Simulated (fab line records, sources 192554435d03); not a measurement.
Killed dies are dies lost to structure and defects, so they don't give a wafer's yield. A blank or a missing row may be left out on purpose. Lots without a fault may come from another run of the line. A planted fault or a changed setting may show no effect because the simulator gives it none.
Problem report in the 8D (eight disciplines) form, filled by code | flow n5_finfet | the parts of the form that need people (team, actions taken, sign-off) are left out

1. THE PROBLEM
killed_at_front_end at N5_PASSIVATION_PROBE_49 reads a mean of 1166 on 6 wafers of 2 lots; wafers without a fault read 41 with a standard deviation of 11. That is +99 or more standard deviations from the usual mean.
First seen on wafer L826.2, day 15 10:58, on prober-02. The record holds 6 wafers of 2 lots with a number at this step. Rule for "out", or "out of limits": more than 4 standard deviations from the usual mean. The other wafers with a number count as sound.

2. WHAT IT IS AND WHAT IT IS NOT
question                    | is                                                                                                                                   | is not
which readings at this step | killed_at_front_end, defect_limited_yield, killed_dies, killed_on_rim, killed_open, sort_bin_5_function, sort_n_pass, sort_yield_pct | killed_at_contacts, killed_at_other, sort_bin_8_speed
which lots                  | L826, L827                                                                                                                           | -
which wafers of those lots  | all that have a number                                                                                                               | -
read on which tools         | prober-02                                                                                                                            | -
when                        | from day 15 10:58                                                                                                                    | up to then (0 sound wafers)

3. SUSPECTS, AND WHAT RULES EACH OUT
Counting: a tool at a process step up to the reading stays a suspect if it ran every lot that is out and no sound lot after the first of them.
- rie_si-02 at N5_PMOS_HMC_CHANNEL_EPI_ETCH_38 (etches SiO2 in CF4, target depth 1.5 nm): kept. It ran every lot that is out, first L826 (day 4 05:47), and no sound lot after that.
- epi_rpcvd-02 at N5_PMOS_HMC_CHANNEL_EPI_EPI_20 (deposits SiGe30, target thk 59 nm): kept. It ran every lot that is out, first L826 (day 4 06:11), and no sound lot after that.
- prober-02 at N5_PASSIVATION_PROBE_49: kept. It ran every lot that is out, first L826 (day 15 10:58), and no sound lot after that. Its own readings are out on those wafers: defect_limited_yield, killed_at_front_end, killed_dies, killed_on_rim, killed_open, sort_bin_5_function, sort_n_pass, sort_yield_pct.
Left after counting: rie_si-02 at N5_PMOS_HMC_CHANNEL_EPI_ETCH_38, epi_rpcvd-02 at N5_PMOS_HMC_CHANNEL_EPI_EPI_20, prober-02 at N5_PASSIVATION_PROBE_49.

4. THE CAUSE (what the simulator had put in)
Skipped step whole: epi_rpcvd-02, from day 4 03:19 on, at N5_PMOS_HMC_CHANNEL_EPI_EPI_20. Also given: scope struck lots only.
Counting left 3 suspects, and this tool is among them.

5. THE CHAIN OF EFFECTS, in route order
Each row: a reading whose mean over the struck wafers that have a number lies more than 3 standard deviations from the usual. Only readings for which the record gives a usual standard deviation are gone through. hours: the time from each lot's start at the first step in this table that gives one to its start at this step, as a median over the lots. sigmas: the change in usual standard deviations.
hours | step                    | reading              | usual  | on struck wafers | change | sigmas
0     | N5_PASSIVATION_PROBE_49 | defect_limited_yield | 91.1 % | 0.0              | -91.1  | -70
0     | N5_PASSIVATION_PROBE_49 | killed_at_front_end  | 41     | 1166             | +1125  | +99 or more
0     | N5_PASSIVATION_PROBE_49 | killed_dies          | 104    | 1180             | +1076  | +67
0     | N5_PASSIVATION_PROBE_49 | killed_on_rim        | 14     | 152              | +138   | +34
0     | N5_PASSIVATION_PROBE_49 | killed_open          | 68     | 13               | -55    | -4.6
0     | N5_PASSIVATION_PROBE_49 | killed_short         | 34     | 6                | -28    | -3.8
0     | N5_PASSIVATION_PROBE_49 | sort_bin_5_function  | 5.1 %  | 73.5             | +68.4  | +80
0     | N5_PASSIVATION_PROBE_49 | sort_n_pass          | 1075   | 0                | -1075  | -67
0     | N5_PASSIVATION_PROBE_49 | sort_yield_pct       | 91.1 % | 0.0              | -91.1  | -65
The process steps in it:
- N5_PASSIVATION_PROBE_49
Readings that are blank on the struck wafers while sound wafers have them: chamber_pressure_Torr at N5_PMOS_HMC_CHANNEL_EPI_EPI_20; lamp_inner_pct at N5_PMOS_HMC_CHANNEL_EPI_EPI_20.

6. WHAT WOULD HAVE CAUGHT IT SOONER
In this record the first reading out of limits was taken at day 15 10:58, 272 hours after the fault began at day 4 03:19.
At N5_PMOS_HMC_CHANNEL_EPI_EPI_20 the tool's readings are blank on the struck wafers, where sound wafers have them: an empty tool record is the first sign, and it was there at once.
All the lots that are out (2) had begun N5_PMOS_HMC_CHANNEL_EPI_EPI_20 on epi_rpcvd-02 by day 15 10:58. A hold on the tool at that time would have spared none of them.
